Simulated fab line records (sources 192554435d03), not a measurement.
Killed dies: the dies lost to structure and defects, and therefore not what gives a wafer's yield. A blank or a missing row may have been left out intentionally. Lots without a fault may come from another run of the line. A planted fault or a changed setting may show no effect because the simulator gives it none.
Which of the tools did it? | flow n5 finfet | 72 wafers from 24 lots sampled at 2 of the route's 1938 steps

WHAT THE GAUGES READ, wafer by wafer
N5_BEOL_M2_INSPECT_13: inspects for defects (brightfield). Usual: raw defect count at 453, with a standard deviation of 110.
lot  | measured     | on                | raw defect count | flag
L075 | day 7 09:29  | defect inspect-02 | 362 483 289      |
L074 | day 7 09:35  | defect inspect-02 | 463 382 448      |
L076 | day 7 10:32  | defect inspect-02 | 382 446 414      |
L077 | day 7 15:16  | defect inspect-01 | 408 512 388      |
L078 | day 7 15:31  | defect inspect-01 | 454 265 282      |
L079 | day 7 21:40  | defect inspect-02 | 500 392 438      |
L080 | day 8 11:17  | defect inspect-01 | 372 351 359      |
L081 | day 8 15:05  | defect inspect-01 | 279 355 330      |
L082 | day 8 20:11  | defect inspect-01 | 444 398 340      |
L083 | day 9 04:22  | defect inspect-02 | 400 333 414      |
L084 | day 9 10:18  | defect inspect-01 | 364 340 318      |
L085 | day 9 20:32  | defect inspect-01 | 561 599 655      |
L087 | day 9 21:49  | defect inspect-02 | 520 459 403      |
L086 | day 9 22:16  | defect inspect-01 | 391 400 438      |
L088 | day 10 03:51 | defect inspect-02 | 470 474 361      |
L089 | day 10 07:26 | defect inspect-02 | 348 516 545      |
L090 | day 10 12:25 | defect inspect-01 | 331 417 388      |
L092 | day 10 22:15 | defect inspect-02 | 480 529 559      |
L091 | day 10 23:29 | defect inspect-01 | 588 524 553      |
L093 | day 11 04:58 | defect inspect-01 | 420 531 344      |
L094 | day 11 12:34 | defect inspect-02 | 610 662 469      |
L095 | day 11 18:43 | defect inspect-01 | 430 572 432      |
L096 | day 12 08:11 | defect inspect-01 | 493 286 330      |
L097 | day 12 12:35 | defect inspect-02 | 572 591 555      |

N5_BEOL_M2_OVL_MEAS_29. Usual: V1_OVL typically reads 0.4 nm, with standard deviation 0.68.
lot  | measured     | on         | V1_OVL (nm)    | flag
L075 | day 7 10:32  | overlay-01 | 0.3 1.1 0.3    |
L074 | day 7 10:43  | overlay-01 | 0.7 0.6 1.5    |
L076 | day 7 11:22  | overlay-02 | 0.1 0.8 0.0    |
L077 | day 7 16:13  | overlay-02 | -0.1 1.0 1.7   |
L078 | day 7 16:38  | overlay-01 | -0.4 -0.5 -1.7 |
L079 | day 7 22:29  | overlay-02 | -0.8 -0.2 0.4  |
L080 | day 8 12:18  | overlay-02 | -0.2 0.8 0.3   |
L081 | day 8 16:37  | overlay-02 | 0.7 0.6 0.8    |
L082 | day 8 21:00  | overlay-01 | -0.5 0.4 -0.4  |
L083 | day 9 05:19  | overlay-02 | 1.5 0.2 1.7    |
L084 | day 9 11:19  | overlay-02 | 0.8 0.4 0.4    |
L085 | day 9 21:31  | overlay-02 | 0.9 0.2 0.5    |
L087 | day 9 22:56  | overlay-01 | 0.4 0.1 0.5    |
L086 | day 9 23:14  | overlay-01 | 0.4 0.2 1.2    |
L088 | day 10 04:55 | overlay-01 | 0.5 0.3 0.3    |
L089 | day 10 08:16 | overlay-02 | 1.7 1.4 1.2    |
L090 | day 10 13:19 | overlay-01 | 0.7 1.0 0.5    |
L092 | day 10 23:08 | overlay-02 | 0.5 1.0 0.9    |
L091 | day 11 00:19 | overlay-02 | 1.2 -1.2 0.7   |
L093 | day 11 05:46 | overlay-01 | -0.2 -1.0 -0.4 |
L094 | day 11 13:46 | overlay-02 | -0.6 -2.0 -0.2 |
L095 | day 11 19:52 | overlay-02 | 0.4 1.1 0.0    |
L096 | day 12 09:28 | overlay-01 | -0.7 -0.4 -0.4 |
L097 | day 12 13:34 | overlay-01 | 0.1 -0.3 -0.1  |

EACH LOT AND THE TOOL THAT RAN IT (in order: tool; ch and the chambers of the sampled wafers; start)
There is no process step in the record ahead of these readings.

AS READ BY THE TOOLS THEMSELVES (means over the sampled wafers that have a number; for cases with no such wafer, the mark the record gives instead)
The record holds no such reading with a usual standard deviation.

THE ANSWER, worked out from the rows above alone
Rule: lot off if the mean of its wafers having a number is beyond 3 standard deviations from the usual mean. A lot without any number at a reading at which 4 lots or more have one is off too. All remaining lots with rows at the step are treated as sound. First the gauges in route order, then the tools' own readings, where a lot's mean is used as printed above. At the first step where some lot is off, the reading lying furthest off is the one used; lots without a number count as furthest.
No lot is off on any of the readings shown, so nothing can be concluded from this.

WHAT THE SIMULATOR PUT IN
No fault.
